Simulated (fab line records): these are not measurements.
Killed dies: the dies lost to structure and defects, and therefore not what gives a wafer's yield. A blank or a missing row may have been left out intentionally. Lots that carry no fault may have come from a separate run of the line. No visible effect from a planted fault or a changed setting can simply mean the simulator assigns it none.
Code-filled problem report in 8D (eight disciplines) form -- flow n5 finfet -- the parts of the form that need people (team, actions taken, sign-off) are left out
Where a reading is given only as a bound, like >300, the bound stands for it, and a mean or a difference that rests on one is marked > or <: the true number lies beyond.

1. WHAT IS WRONG
At N5_SD_EPI_N_INSPECT_26, raw defect count averages 954 over 3 wafers from 2 lots, while fault-free wafers read 224, standard deviation 42. That is +17 standard deviations from the usual mean.
The step: inspects for defects (darkfield).
The first sign was on wafer L337.2 at day 6 00:59, on defect inspect-02. The record has a number at this step for 27 wafers belonging to 9 lots. By rule, "out" or "out of limits" means more than 4 standard deviations away from the usual mean. The other wafers with a number count as sound.

2. WHAT IT IS, AND WHAT IT ISN'T
question,is,is not
which readings at this step,raw defect count,-
which lots,"L337, L339","L330, L340, L344, L345, L346, L347, L349"
which wafers of those lots,"L337.2, L337.6, L339.2","L337.3, L339.1, L339.3"
read on which gauges,defect inspect-02,defect inspect-01
when,from day 6 00:59,"up to then (4 sound wafers); but 20 sound wafers of L339, L340, L344, L345, L346, L347, L349 came after"

3. SUSPECTS, AND WHAT RULES EACH OUT
Counting: a tool at a process step up to the reading stays a suspect if it ran every lot that is out. Sound lots after the first of them don't rule it out here, since some wafers of a struck lot are sound.
- the gauge at N5_SD_EPI_N_INSPECT_26 is ruled out. All the wafers that are out were read on defect inspect-02, but those of them that N5_PASSIVATION_PROBE_49 has rows for are out there too, on other tools.
- rie diel-02 at N5_SD_EPI_N_ETCHBACK_44 (etches SiNx in CH3F/O2, stops on SiO2, target depth 14.5 nm): kept. It ran every lot that is out, first L337 (day 5 20:43); its last sound lot up to then is L330 (day 4 01:00).
- rie diel-02 at N5_SD_EPI_N_ETCH_45 (etches SiOCN in CH3F/O2, target depth 6 nm): kept. It ran every lot that is out, first L337 (day 5 20:49); its last sound lot up to then is L330 (day 4 01:06).
- In rie diel-02 at N5_SD_EPI_N_ETCHBACK_44, the wafers that are out were processed in chamber 1 and their sound lot-mates in chambers 0, 2.
- In rie diel-02 at N5_SD_EPI_N_ETCH_45, the wafers that are out were processed in chamber 1 and their sound lot-mates in chambers 0, 2.
Remaining after the count are rie diel-02 at N5_SD_EPI_N_ETCHBACK_44 and rie diel-02 at N5_SD_EPI_N_ETCH_45.

4. THE CAUSE (what the simulator had put in)
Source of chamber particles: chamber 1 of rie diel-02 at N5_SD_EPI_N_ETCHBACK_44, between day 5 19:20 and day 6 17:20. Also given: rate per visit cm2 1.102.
This tool is one of the 2 suspects left after counting.

5. THE CHAIN OF EFFECTS, in route order
Each row: a reading where the mean over the struck wafers with a number is more than 3 standard deviations away from the usual. Readings are gone through only where the record gives a usual standard deviation; hours: the median, over the lots, of the time from a lot's start at the first step in this table giving one to that lot's start at this step; sigmas: the change measured in usual standard deviations.
hours,step,reading,usual,on struck wafers,change,sigmas
0,N5_SD_EPI_N_INSPECT_26,raw defect count,224,954,+730,+17
0,N5_SD_EPI_P_INSPECT_11,raw defect count,2.1,>300,>+298,+99 or more
4,N5_SD_EPI_P_INSPECT_26,raw defect count,190,910,+720,+20
5,N5_SD_ACTIVATION_INSPECT_02,raw defect count,190,916,+726,+21
208,N5_PASSIVATION_PROBE_49,killed at front end,41,136,+95,+8.7
208,N5_PASSIVATION_PROBE_49,killed dies,102,181,+79,+4.9
208,N5_PASSIVATION_PROBE_49,killed on rim,13,32,+19,+4.6
The process steps in it:
- N5_PASSIVATION_PROBE_49

6. WHAT WOULD HAVE CAUGHT IT SOONER
The first out-of-limits reading at a measuring or inspecting step in this record came at day 6 00:59, 6 hours after the fault's start at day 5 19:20.
No tool reading at N5_SD_EPI_N_ETCHBACK_44 that has a usual standard deviation in the record was out on any struck wafer, so an alarm limit of 4 standard deviations on those readings would not have fired.
Among the 2 lots that are out, L339 began N5_SD_EPI_N_ETCHBACK_44 on rie diel-02 after day 6 00:59. Holding the tool at that time would have saved it.
